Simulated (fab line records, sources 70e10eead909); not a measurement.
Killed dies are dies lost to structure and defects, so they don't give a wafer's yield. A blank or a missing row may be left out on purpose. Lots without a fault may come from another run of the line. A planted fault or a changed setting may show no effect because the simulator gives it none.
Chamber matching | flow nand_harc | NHARC_A_BONDPAD_DESCUM_11 on rie_diel-05: 4 sister chambers
The step chemistry O2, time 3 s. 8 wafers are shown with their chamber, then 7 later ones without.

WAFERS WITH THEIR CHAMBER
wafer  | chamber | drypump_motor_current_A (A) | throttle_valve_pct (%)
L253.2 | 0       | 5.0                         | 11.305
L253.4 | 3       | 6.2                         | 11.325
L253.5 | 3       | 6.2                         | 11.319
L254.2 | 2       | 5.3                         | 11.295
L254.5 | 0       | 5.0                         | 11.320
L254.6 | 1       | 6.1                         | 11.299
L258.1 | 1       | 6.2                         | 11.305
L258.3 | 2       | 5.2                         | 11.303

WAFERS WITHOUT THEIR CHAMBER
wafer  | drypump_motor_current_A (A) | throttle_valve_pct (%)
L258.4 | 6.2                         | 11.316
L259.2 | 6.2                         | 11.299
L259.3 | 6.1                         | 11.321
L259.5 | 5.3                         | 11.311
L268.1 | 5.0                         | 11.288
L268.3 | 6.1                         | 11.294
L268.4 | 6.2                         | 11.321

WHICH CHAMBER EACH WENT THROUGH
wafer  | from the rows above     | in truth
L258.4 | can't be placed: 3 or 1 | 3
L259.2 | 1                       | 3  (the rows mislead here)
L259.3 | can't be placed: 3 or 1 | 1
L259.5 | 2                       | 2
L268.1 | can't be placed: 0 or 2 | 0
L268.3 | 1                       | 1
L268.4 | 3                       | 3
Placed correctly: 3 of 7. Can't be placed from these rows: 3 (the true chamber is among the candidates in 3). Placed wrongly: 1.
How it was worked out, from the rows above alone: a wafer's distance from a chamber is the root of the sum, over the readings, of the square of ((its reading less the chamber's mean) divided by the reading's scatter). The wafer belongs to the nearest chamber; if the next one is less than 2 further off, it can't be placed. A chamber's mean is the mean of its shown wafers. The scatter: the root of (the sum of the squares of (reading less its chamber's mean) over the shown wafers, divided by (wafers less chambers)).
